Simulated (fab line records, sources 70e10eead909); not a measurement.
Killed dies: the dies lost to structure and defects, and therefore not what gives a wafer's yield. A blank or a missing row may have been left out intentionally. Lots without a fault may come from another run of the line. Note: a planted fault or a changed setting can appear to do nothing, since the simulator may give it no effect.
fab line records -- flow nand-harc
record lots=7, wafers=21, last-day=32
route steps=1302 shown A_DECK1_JOINT@543 A_ONON_D2@545
lots untouched by any fault: they come from a run of this same line in which no faults occurred
start-h: the number of hours between the record's first day and the start of the first shown wafer of the lot -- wait-h: time in hours since the lot's previous step -- " unchanged from the row above -- L1.1+2: one row covering several wafers at once -- - no value, or no start given -- * or withheld: withheld -- < > ~ a bound
route shown NAME@n: a module of which the file shows steps, and the number in the route of the first -- usual: average and standard deviation across the fault-free wafers -- same: alike in all rows -- chamber/n: place in a boat -- sites: each site's reading -- _std_site: the values' standard deviation -- _edge_site: inner sites' mean taken away from outer sites' mean -- radius-mm: for every site, how far away it sits from the centre of the wafer -- mask NAME#n: copy n -- behind: the tool/chamber that last shaped the wafer -- hold: the reason the lot was held/the length of the hold in hours/how it ended -- device: transistor that didn't switch, given as n, p or np -- end of line: the route-end tests of the same wafers -- for a step that has no rows: nothing shown but its recipe -- killed: dies that structure and defects cost at the first sort, which is not the same as the wafer's yield -- map: the dies of a wafer, with x for killed, . for not killed, _ for no die there
set.NAME: the setting as run; set.NAME@STEP: as run at that earlier step -- model.NAME: the simulator's own value behind a step, which no gauge read
certain route steps with their lots: each step a table, each wafer a row
services: a tool's chamber out of use, with start hour (start-h, from the record's first day; less than 0 if before it), hours out, and reason
## steps
# step NHARC_A_DECK1_JOINT_THK_MEAS_17
# recipe thk-meas-gauge=ellipsometry
# usual thk-nm=44.7/1.2
lot.wafer,tool,chamber,start-h,wait-h,thk-nm
L325.1,film-metro-02,-,314.93,0.2,44.6
L325.2,film-metro-02,-,314.93,0.2,45.3
L325.3,film-metro-02,-,314.93,0.2,45.7
L328.4,film-metro-02,-,345.95,0.1,43.5
L328.5,film-metro-02,-,345.95,0.1,46.2
L328.6,film-metro-02,-,345.95,0.1,43.4
L337.4,film-metro-01,-,433.09,0.1,44.3
L337.5,film-metro-01,-,433.09,0.1,42.7
L337.6,film-metro-01,-,433.09,0.1,45.1
L338.4,film-metro-02,-,447.73,0.1,43.5
L338.5,film-metro-02,-,447.73,0.1,45.9
L338.6,film-metro-02,-,447.73,0.1,43.2
L339.3,film-metro-01,-,447.73,0.2,45.4
L339.4,film-metro-01,-,447.73,0.2,47.4
L339.6,film-metro-01,-,447.73,0.2,45.3
L342.4,film-metro-02,-,484.92,0.2,47.8
L342.5,film-metro-02,-,484.92,0.2,45.4
L342.6,film-metro-02,-,484.92,0.2,44.4
L343.2,film-metro-02,-,491.67,0.2,44.2
L343.5,film-metro-02,-,491.67,0.2,45.8
L343.6,film-metro-02,-,491.67,0.2,46.2
# step NHARC_A_DECK1_JOINT_INSPECT_05
# usual raw-defect-count=365/150
lot.wafer,tool,chamber,start-h,wait-h,raw-defect-count
L325.1,defect-inspect-02,-,314.97,0.0,227
L325.2,defect-inspect-02,-,314.97,0.0,192
L325.3,defect-inspect-02,-,314.97,0.0,169
L328.4,defect-inspect-01,-,345.99,0.0,616
L328.5,defect-inspect-01,-,345.99,0.0,338
L328.6,defect-inspect-01,-,345.99,0.0,329
L337.4,defect-inspect-02,-,433.13,0.0,333
L337.5,defect-inspect-02,-,433.13,0.0,516
L337.6,defect-inspect-02,-,433.13,0.0,579
L338.4,defect-inspect-02,-,447.76,0.0,275
L338.5,defect-inspect-02,-,447.76,0.0,435
L338.6,defect-inspect-02,-,447.76,0.0,366
L339.3,defect-inspect-01,-,447.77,0.0,711
L339.4,defect-inspect-01,-,447.77,0.0,454
L339.6,defect-inspect-01,-,447.77,0.0,574
L342.4,defect-inspect-01,-,484.95,0.0,236
L342.5,defect-inspect-01,-,484.95,0.0,154
L342.6,defect-inspect-01,-,484.95,0.0,224
L343.2,defect-inspect-02,-,491.71,0.0,297
L343.5,defect-inspect-02,-,491.71,0.0,381
L343.6,defect-inspect-02,-,491.71,0.0,289
# step NHARC_A_ONON_D2_DEP_00
# recipe target-thk-a=10000, n2-flow-sccm=2750, n2o-flow-sccm=2000, nh3-flow-sccm=500, sih4-flow-sccm=210, temp-c=400
# step NHARC_A_ONON_D2_THK_MEAS_02
# recipe thk-meas-gauge=ellipsometry
# usual thk-nm=998/9.1
lot.wafer,tool,chamber,start-h,wait-h,thk-nm
L325.1,film-metro-01,-,315.55,-,1006
L325.2,film-metro-01,-,315.55,-,1009
L325.3,film-metro-01,-,315.55,-,1007
L328.4,film-metro-02,-,346.56,-,1002
L328.5,film-metro-02,-,346.56,-,1000
L328.6,film-metro-02,-,346.56,-,1001
L337.4,film-metro-01,-,433.71,-,998
L337.5,film-metro-01,-,433.71,-,998
L337.6,film-metro-01,-,433.71,-,997
L338.4,film-metro-02,-,448.34,-,986
L338.5,film-metro-02,-,448.34,-,987
L338.6,film-metro-02,-,448.34,-,986
L339.3,film-metro-01,-,448.35,-,1000
L339.4,film-metro-01,-,448.35,-,1001
L339.6,film-metro-01,-,448.35,-,1000
L342.4,film-metro-01,-,485.53,-,1006
L342.5,film-metro-01,-,485.53,-,1007
L342.6,film-metro-01,-,485.53,-,1009
L343.2,film-metro-02,-,492.28,-,1000
L343.5,film-metro-02,-,492.28,-,997
L343.6,film-metro-02,-,492.28,-,1000
# step NHARC_A_ONON_D2_DEP_03
# recipe target-thk-a=10000, n2-flow-sccm=2750, n2o-flow-sccm=2000, nh3-flow-sccm=500, sih4-flow-sccm=210, temp-c=400
# step NHARC_A_ONON_D2_THK_MEAS_05
# recipe thk-meas-gauge=ellipsometry
# usual thk-nm=1001/8.8
lot.wafer,tool,chamber,start-h,wait-h,thk-nm
L325.1,film-metro-01,-,316.11,-,1007
L325.2,film-metro-01,-,316.11,-,1002
L325.3,film-metro-01,-,316.11,-,1005
L328.4,film-metro-02,-,347.13,-,1012
L328.5,film-metro-02,-,347.13,-,1011
L328.6,film-metro-02,-,347.13,-,1012
L337.4,film-metro-01,-,434.27,-,989
L337.5,film-metro-01,-,434.27,-,988
L337.6,film-metro-01,-,434.27,-,991
L338.4,film-metro-02,-,448.92,-,995
L338.5,film-metro-02,-,448.92,-,994
L338.6,film-metro-02,-,448.92,-,994
L339.3,film-metro-01,-,448.92,-,1011
L339.4,film-metro-01,-,448.92,-,1011
L339.6,film-metro-01,-,448.92,-,1013
L342.4,film-metro-01,-,486.09,-,1002
L342.5,film-metro-01,-,486.09,-,1004
L342.6,film-metro-01,-,486.09,-,1008
L343.2,film-metro-01,-,492.85,-,1005
L343.5,film-metro-01,-,492.85,-,1003
L343.6,film-metro-01,-,492.85,-,1003
# step NHARC_A_ONON_D2_DEP_06
# recipe target-thk-a=10000, n2-flow-sccm=2750, n2o-flow-sccm=2000, nh3-flow-sccm=500, sih4-flow-sccm=210, temp-c=400
# step NHARC_A_ONON_D2_THK_MEAS_08
# recipe thk-meas-gauge=ellipsometry
# usual thk-nm=999/12
lot.wafer,tool,chamber,start-h,wait-h,thk-nm
L325.1,film-metro-02,-,316.68,-,970
L325.2,film-metro-02,-,316.68,-,969
L325.3,film-metro-02,-,316.68,-,969
L328.4,film-metro-01,-,347.69,-,991
L328.5,film-metro-01,-,347.69,-,991
L328.6,film-metro-01,-,347.69,-,989
L337.4,film-metro-01,-,434.83,-,1026
L337.5,film-metro-01,-,434.83,-,1025
L337.6,film-metro-01,-,434.83,-,1027
L338.4,film-metro-01,-,449.48,-,1001
L338.5,film-metro-01,-,449.48,-,1002
L338.6,film-metro-01,-,449.48,-,1004
L339.3,film-metro-02,-,449.49,-,1011
L339.4,film-metro-02,-,449.49,-,1011
L339.6,film-metro-02,-,449.49,-,1012
L342.4,film-metro-02,-,486.66,-,1008
L342.5,film-metro-02,-,486.66,-,1007
L342.6,film-metro-02,-,486.66,-,1008
L343.2,film-metro-01,-,493.41,-,1000
L343.5,film-metro-01,-,493.41,-,1001
L343.6,film-metro-01,-,493.41,-,1001
# step NHARC_A_ONON_D2_DEP_09
# recipe target-thk-a=10000, n2-flow-sccm=2750, n2o-flow-sccm=2000, nh3-flow-sccm=500, sih4-flow-sccm=210, temp-c=400
# step NHARC_A_ONON_D2_THK_MEAS_11
# recipe thk-meas-gauge=ellipsometry
# usual thk-nm=1002/11
lot.wafer,tool,chamber,start-h,wait-h,thk-nm
L325.1,film-metro-02,-,317.25,-,1024
L325.2,film-metro-02,-,317.25,-,1025
L325.3,film-metro-02,-,317.25,-,1024
L328.4,film-metro-01,-,348.25,-,994
L328.5,film-metro-01,-,348.25,-,993
L328.6,film-metro-01,-,348.25,-,995
L337.4,film-metro-01,-,435.39,-,1002
L337.5,film-metro-01,-,435.39,-,1003
L337.6,film-metro-01,-,435.39,-,1002
L338.4,film-metro-01,-,450.03,-,999
L338.5,film-metro-01,-,450.03,-,998
L338.6,film-metro-01,-,450.03,-,997
L339.3,film-metro-02,-,450.06,-,985
L339.4,film-metro-02,-,450.06,-,986
L339.6,film-metro-02,-,450.06,-,985
L342.4,film-metro-01,-,487.22,-,980
L342.5,film-metro-01,-,487.22,-,981
L342.6,film-metro-01,-,487.22,-,981
L343.2,film-metro-01,-,493.98,-,1016
L343.5,film-metro-01,-,493.98,-,1017
L343.6,film-metro-01,-,493.98,-,1019
# step NHARC_A_ONON_D2_DEP_12
# recipe target-thk-a=10000, n2-flow-sccm=2750, n2o-flow-sccm=2000, nh3-flow-sccm=500, sih4-flow-sccm=210, temp-c=400
# step NHARC_A_ONON_D2_THK_MEAS_14
# recipe thk-meas-gauge=ellipsometry
# usual thk-nm=1000/9.2
lot.wafer,tool,chamber,start-h,wait-h,thk-nm
L325.1,film-metro-02,-,317.81,-,987
L325.2,film-metro-02,-,317.81,-,987
L325.3,film-metro-02,-,317.81,-,987
L328.4,film-metro-01,-,348.83,-,986
L328.5,film-metro-01,-,348.83,-,987
L328.6,film-metro-01,-,348.83,-,984
L337.4,film-metro-01,-,435.95,-,987
L337.5,film-metro-01,-,435.95,-,987
L337.6,film-metro-01,-,435.95,-,988
L338.4,film-metro-02,-,450.60,-,995
L338.5,film-metro-02,-,450.60,-,995
L338.6,film-metro-02,-,450.60,-,995
L339.3,film-metro-02,-,450.63,-,1005
L339.4,film-metro-02,-,450.63,-,1005
L339.6,film-metro-02,-,450.63,-,1005
L342.4,film-metro-01,-,487.79,-,998
L342.5,film-metro-01,-,487.79,-,998
L342.6,film-metro-01,-,487.79,-,1000
L343.2,film-metro-01,-,494.54,-,996
L343.5,film-metro-01,-,494.54,-,996
L343.6,film-metro-01,-,494.54,-,996
# step NHARC_A_ONON_D2_ANNEAL_15
# recipe temp-c=750, time-s=3600
# usual run-length-s=3621/8.6, spike-tc-bottom-C=768.7/2.6, spike-tc-lower-C=748.9/1.3, zone-power-bottom-pct=18.6/1.8
lot.wafer,tool,chamber,start-h,wait-h,run-length-s,spike-tc-bottom-C,spike-tc-lower-C,zone-power-bottom-pct
L325.1,furnace-06,0,322.94,5.1,3623,769.9,749.1,19.0
L325.2,furnace-06,0,322.94,5.1,3623,767.9,747.5,18.8
L325.3,furnace-06,0,322.94,5.1,3623,771.4,747.4,18.7
L328.4,furnace-06,0,351.85,3.0,3616,770.0,749.4,18.9
L328.5,furnace-06,0,351.85,3.0,3616,769.9,747.3,19.1
L328.6,furnace-06,0,351.85,3.0,3616,769.5,748.2,19.2
L337.4,furnace-06,-,438.97,3.0,-,-,-,-
L337.5,furnace-06,-,438.97,3.0,-,-,-,-
L337.6,furnace-06,-,438.97,3.0,-,-,-,-
L338.4,furnace-08,-,454.28,3.7,-,-,-,-
L338.5,furnace-08,-,454.28,3.7,-,-,-,-
L338.6,furnace-08,-,454.28,3.7,-,-,-,-
L339.3,furnace-08,-,454.28,3.6,-,-,-,-
L339.4,furnace-08,-,454.28,3.6,-,-,-,-
L339.6,furnace-08,-,454.28,3.6,-,-,-,-
L342.4,furnace-06,0,490.74,3.0,3632,770.6,750.1,18.8
L342.5,furnace-06,0,490.74,3.0,3632,770.5,748.8,18.8
L342.6,furnace-06,0,490.74,3.0,3632,769.1,748.9,18.7
L343.2,furnace-06,0,497.57,3.0,3620,769.4,748.0,18.8
L343.5,furnace-06,0,497.57,3.0,3620,769.6,747.4,19.1
L343.6,furnace-06,0,497.57,3.0,3620,770.7,747.6,18.7
# step NHARC_A_ONON_D2_DEP_16
# recipe target-thk-a=10000, n2-flow-sccm=2750, n2o-flow-sccm=2000, nh3-flow-sccm=500, sih4-flow-sccm=210, temp-c=400
## services
tool,chamber,start-h,hours,kind
furnace-08,-,480.36,26.0,pm
## key
first-sign step=NHARC_A_ONON_D2_ANNEAL_15, reading=tool-record, direction=missing
effect none on later readings
met-at NHARC_A_ONON_D2_ANNEAL_15
struck-wafers L337.4,L337.5,L337.6,L338.4,L338.5,L338.6,L339.3,L339.4,L339.6
later-rows-left-out L337.4,L337.5,L337.6,L338.4,L338.5,L338.6,L339.3,L339.4,L339.6
sort-left-out L337.4,L337.5,L337.6,L338.4,L338.5,L338.6,L339.3,L339.4,L339.6
tester-left-out L337,L338,L339
onset-between 351.85 438.97
fault kind=skipped-step-whole, tool=furnace-06,furnace-08, chamber=-, onset-h=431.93, steps=NHARC_A_ONON_D2_ANNEAL_15, scope=struck-lots-only
# tester-left-out: of these lots the tester's yield and bins aren't shown, on N5 and GAA mostly nor the transistor test; their killed dies are dies lost to structure and defects alone, not to doping, threshold or leakage, so they don't give the yield
# sort-left-out: the simulated sort isn't trusted on such a fault, so these wafers' sort isn't shown, and their yield isn't known
# later-rows-left-out: the simulator's readings of these wafers behind a module that went badly wrong aren't trusted and aren't shown, but for the sort
